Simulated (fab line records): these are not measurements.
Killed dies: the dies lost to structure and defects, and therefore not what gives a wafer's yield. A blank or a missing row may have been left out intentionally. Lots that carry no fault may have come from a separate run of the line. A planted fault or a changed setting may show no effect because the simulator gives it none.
Chamber matching :: flow nand_harc :: NHARC_THIN_TSV_ETCH_15 on rie_si-04 has 4 sister chambers
The step target depth 3000 nm, bosch target overetch cycles 2, bosch etch step 2.8 s. 24 wafers are shown with their chamber, then 12 later ones without.

## EACH WAFER AND ITS CHAMBER
wafer: L074.1
chamber: 3
drypump_motor_current_A (A): 5.5
he_backside_leak_sccm (sccm): 2.90

wafer: L074.2
chamber: 0
drypump_motor_current_A (A): 4.6
he_backside_leak_sccm (sccm): 2.88

wafer: L074.6
chamber: 0
drypump_motor_current_A (A): 4.6
he_backside_leak_sccm (sccm): 2.99

wafer: L075.4
chamber: 0
drypump_motor_current_A (A): 4.6
he_backside_leak_sccm (sccm): 2.83

wafer: L075.5
chamber: 3
drypump_motor_current_A (A): 5.5
he_backside_leak_sccm (sccm): 2.86

wafer: L075.6
chamber: 0
drypump_motor_current_A (A): 4.6
he_backside_leak_sccm (sccm): 2.95

wafer: L079.1
chamber: 0
drypump_motor_current_A (A): 4.6
he_backside_leak_sccm (sccm): 2.83

wafer: L079.3
chamber: 3
drypump_motor_current_A (A): 5.6
he_backside_leak_sccm (sccm): 2.96

wafer: L079.4
chamber: 2
drypump_motor_current_A (A): 4.7
he_backside_leak_sccm (sccm): 2.46

wafer: L081.2
chamber: 0
drypump_motor_current_A (A): 4.6
he_backside_leak_sccm (sccm): 3.02

wafer: L081.4
chamber: 1
drypump_motor_current_A (A): 5.9
he_backside_leak_sccm (sccm): 2.79

wafer: L081.5
chamber: 3
drypump_motor_current_A (A): 5.5
he_backside_leak_sccm (sccm): 2.99

wafer: L082.1
chamber: 3
drypump_motor_current_A (A): 5.5
he_backside_leak_sccm (sccm): 2.77

wafer: L082.2
chamber: 2
drypump_motor_current_A (A): 4.7
he_backside_leak_sccm (sccm): 2.48

wafer: L082.3
chamber: 1
drypump_motor_current_A (A): 5.9
he_backside_leak_sccm (sccm): 2.98

wafer: L088.4
chamber: 3
drypump_motor_current_A (A): 5.6
he_backside_leak_sccm (sccm): 2.97

wafer: L088.5
chamber: 1
drypump_motor_current_A (A): 6.0
he_backside_leak_sccm (sccm): 2.82

wafer: L088.6
chamber: 2
drypump_motor_current_A (A): 4.7
he_backside_leak_sccm (sccm): 2.52

wafer: L084.2
chamber: 0
drypump_motor_current_A (A): 4.6
he_backside_leak_sccm (sccm): 3.03

wafer: L084.4
chamber: 1
drypump_motor_current_A (A): 5.9
he_backside_leak_sccm (sccm): 2.74

wafer: L084.6
chamber: 3
drypump_motor_current_A (A): 5.5
he_backside_leak_sccm (sccm): 3.02

wafer: L086.1
chamber: 1
drypump_motor_current_A (A): 6.0
he_backside_leak_sccm (sccm): 2.83

wafer: L086.4
chamber: 3
drypump_motor_current_A (A): 5.5
he_backside_leak_sccm (sccm): 2.80

wafer: L086.5
chamber: 0
drypump_motor_current_A (A): 4.6
he_backside_leak_sccm (sccm): 3.10

SIGNATURES (averages over the wafers above)
reading: drypump_motor_current_A
chamber 0: 4.600
chamber 1: 5.940
chamber 2: 4.700
chamber 3: 5.525
scatter within a chamber: 0.0367

reading: he_backside_leak_sccm
chamber 0: 2.9537
chamber 1: 2.8320
chamber 2: 2.4867
chamber 3: 2.9087
scatter within a chamber: 0.09
Rule: for a wafer and a chamber, the distance is found by dividing, reading by reading, the gap between the wafer's reading and the chamber's mean by the reading's scatter, squaring, summing and taking the root. The wafer belongs to the nearest chamber; if the next one is less than 2 further off, it can't be placed. The scatter: take each reading less its chamber's mean, square it, sum over the shown wafers, divide by the number of wafers less the number of chambers, and take the root.

## WAFERS WITH NO CHAMBER GIVEN
wafer: L090.1
drypump_motor_current_A (A): 5.9
he_backside_leak_sccm (sccm): 2.83

wafer: L090.2
drypump_motor_current_A (A): 5.6
he_backside_leak_sccm (sccm): 2.77

wafer: L090.4
drypump_motor_current_A (A): 4.6
he_backside_leak_sccm (sccm): 2.94

wafer: L091.2
drypump_motor_current_A (A): 4.6
he_backside_leak_sccm (sccm): 3.05

wafer: L091.3
drypump_motor_current_A (A): 4.7
he_backside_leak_sccm (sccm): 2.49

wafer: L091.6
drypump_motor_current_A (A): 4.6
he_backside_leak_sccm (sccm): 2.75

wafer: L095.3
drypump_motor_current_A (A): 5.6
he_backside_leak_sccm (sccm): 2.73

wafer: L095.5
drypump_motor_current_A (A): 5.6
he_backside_leak_sccm (sccm): 2.84

wafer: L095.6
drypump_motor_current_A (A): 4.7
he_backside_leak_sccm (sccm): 2.99

wafer: L096.1
drypump_motor_current_A (A): 5.5
he_backside_leak_sccm (sccm): 3.00

wafer: L096.2
drypump_motor_current_A (A): 4.6
he_backside_leak_sccm (sccm): 2.93

wafer: L096.4
drypump_motor_current_A (A): 5.9
he_backside_leak_sccm (sccm): 2.67

## THE CHAMBER EACH PASSED THROUGH
wafer: L090.1
from the rows above: 1
in truth: 1

wafer: L090.2
from the rows above: 3
in truth: 3

wafer: L090.4
from the rows above: 0
in truth: 0

wafer: L091.2
from the rows above: 0
in truth: 0

wafer: L091.3
from the rows above: 2
in truth: 2

wafer: L091.6
from the rows above: can't be placed: 0 or 2
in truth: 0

wafer: L095.3
from the rows above: 3
in truth: 3

wafer: L095.5
from the rows above: 3
in truth: 3

wafer: L095.6
from the rows above: 0
in truth: 0

wafer: L096.1
from the rows above: 3
in truth: 3

wafer: L096.2
from the rows above: 0
in truth: 0

wafer: L096.4
from the rows above: 1
in truth: 1
11 of 12 placed correctly. These rows do not allow placing 1 (true chamber among the candidates in 1). 0 placed wrongly.
